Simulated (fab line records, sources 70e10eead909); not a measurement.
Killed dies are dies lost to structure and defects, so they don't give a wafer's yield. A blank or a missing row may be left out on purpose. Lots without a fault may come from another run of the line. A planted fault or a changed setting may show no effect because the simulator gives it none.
Chamber matching | flow nand_harc | NHARC_A_STAIRCASE_ETCHBACK_157 on rie_diel-01: 4 sister chambers
The step etches the open film in CH3F/O2, target depth 90 nm, time 167.14 s. 8 wafers are shown with their chamber, then 7 later ones without.

WAFERS WITH THEIR CHAMBER
wafer  | chamber | showerhead_plenum_p_Torr (Torr) | drypump_motor_current_A (A)
L077.4 | 1       | 2.53                            | 5.7
L077.5 | 0       | 2.48                            | 5.9
L077.6 | 3       | 2.31                            | 6.4
L083.1 | 2       | 2.40                            | 5.9
L083.2 | 0       | 2.47                            | 6.0
L083.6 | 3       | 2.30                            | 6.3
L092.1 | 1       | 2.52                            | 5.7
L092.2 | 2       | 2.39                            | 5.9

WAFERS WITHOUT THEIR CHAMBER
wafer  | showerhead_plenum_p_Torr (Torr) | drypump_motor_current_A (A)
L092.5 | 2.47                            | 5.9
L091.2 | 2.29                            | 6.3
L091.5 | 2.46                            | 5.9
L091.6 | 2.51                            | 5.7
L096.1 | 2.29                            | 6.3
L096.2 | 2.39                            | 6.0
L096.5 | 2.39                            | 5.9

WHICH CHAMBER EACH WENT THROUGH
wafer  | from the rows above | in truth
L092.5 | 0                   | 0
L091.2 | 3                   | 3
L091.5 | 0                   | 0
L091.6 | 1                   | 1
L096.1 | 3                   | 3
L096.2 | 2                   | 2
L096.5 | 2                   | 2
Placed correctly: 7 of 7. Can't be placed from these rows: 0. Placed wrongly: 0.
How it was worked out, from the rows above alone: a wafer's distance from a chamber is the root of the sum, over the readings, of the square of ((its reading less the chamber's mean) divided by the reading's scatter). The wafer belongs to the nearest chamber; if the next one is less than 2 further off, it can't be placed. A chamber's mean is the mean of its shown wafers. The scatter: the root of (the sum of the squares of (reading less its chamber's mean) over the shown wafers, divided by (wafers less chambers)).
